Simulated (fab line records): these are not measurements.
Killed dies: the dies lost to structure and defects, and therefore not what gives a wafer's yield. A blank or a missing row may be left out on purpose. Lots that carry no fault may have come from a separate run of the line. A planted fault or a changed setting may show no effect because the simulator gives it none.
Matching of chambers || flow n5 finfet || 3 sister chambers for N5_BEOL_M1_PRE_CLEAN_60 on cvd co-02
The step time 15 s. 22 wafers are shown with their chamber, then 11 later ones without.

== WAFERS PAIRED WITH THEIR CHAMBERS ==
{"wafer": "L076.1", "chamber": 2, "heater power w (W)": 107}
{"wafer": "L076.2", "chamber": 1, "heater power w (W)": 88}
{"wafer": "L076.3", "chamber": 0, "heater power w (W)": 76}
{"wafer": "L082.1", "chamber": 2, "heater power w (W)": 106}
{"wafer": "L082.2", "chamber": 1, "heater power w (W)": 85}
{"wafer": "L082.4", "chamber": 1, "heater power w (W)": 84}
{"wafer": "L083.1", "chamber": 2, "heater power w (W)": 105}
{"wafer": "L083.3", "chamber": 1, "heater power w (W)": 86}
{"wafer": "L083.6", "chamber": 2, "heater power w (W)": 108}
{"wafer": "L085.4", "chamber": 0, "heater power w (W)": 76}
{"wafer": "L085.5", "chamber": 1, "heater power w (W)": 84}
{"wafer": "L085.6", "chamber": 2, "heater power w (W)": 106}
{"wafer": "L087.2", "chamber": 0, "heater power w (W)": 75}
{"wafer": "L087.5", "chamber": 1, "heater power w (W)": 82}
{"wafer": "L087.6", "chamber": 2, "heater power w (W)": 110}
{"wafer": "L089.1", "chamber": 2, "heater power w (W)": 107}
{"wafer": "L089.3", "chamber": 1, "heater power w (W)": 82}
{"wafer": "L089.5", "chamber": 2, "heater power w (W)": 107}
{"wafer": "L091.1", "chamber": 2, "heater power w (W)": 110}
{"wafer": "L091.3", "chamber": 0, "heater power w (W)": 76}
{"wafer": "L091.5", "chamber": 2, "heater power w (W)": 107}
{"wafer": "L093.1", "chamber": 1, "heater power w (W)": 84}

SIGNATURES (averages over the wafers above)
{"reading": "heater power w", "chamber 0": 75.75, "chamber 1": 84.38, "chamber 2": 107.30, "scatter within a chamber": 1.67}
Rule: a wafer lies at a distance from a chamber equal to the root of the sum of squares, over the readings, of (its reading less the chamber's mean, divided by the reading's scatter). The wafer belongs to the nearest chamber; if the next one is less than 2 further off, it can't be placed. The scatter: take each reading less its chamber's mean, square it, sum over the shown wafers, divide by the number of wafers less the number of chambers, and take the root.

== WAFERS WITHOUT THEIR CHAMBER ==
{"wafer": "L093.3", "heater power w (W)": 77}
{"wafer": "L093.4", "heater power w (W)": 76}
{"wafer": "L094.1", "heater power w (W)": 76}
{"wafer": "L094.5", "heater power w (W)": 85}
{"wafer": "L094.6", "heater power w (W)": 77}
{"wafer": "L095.2", "heater power w (W)": 109}
{"wafer": "L095.3", "heater power w (W)": 86}
{"wafer": "L095.5", "heater power w (W)": 85}
{"wafer": "L097.2", "heater power w (W)": 87}
{"wafer": "L097.3", "heater power w (W)": 77}
{"wafer": "L097.6", "heater power w (W)": 77}

== THE CHAMBER EACH PASSED THROUGH ==
{"wafer": "L093.3", "from the rows above": 0, "in truth": 0}
{"wafer": "L093.4", "from the rows above": 0, "in truth": 0}
{"wafer": "L094.1", "from the rows above": 0, "in truth": 0}
{"wafer": "L094.5", "from the rows above": 1, "in truth": 1}
{"wafer": "L094.6", "from the rows above": 0, "in truth": 0}
{"wafer": "L095.2", "from the rows above": 2, "in truth": 2}
{"wafer": "L095.3", "from the rows above": 1, "in truth": 1}
{"wafer": "L095.5", "from the rows above": 1, "in truth": 1}
{"wafer": "L097.2", "from the rows above": 1, "in truth": 1}
{"wafer": "L097.3", "from the rows above": 0, "in truth": 0}
{"wafer": "L097.6", "from the rows above": 0, "in truth": 0}
Placed correctly: 11 of 11. Not placeable from these rows: 0. Placed wrongly: 0.
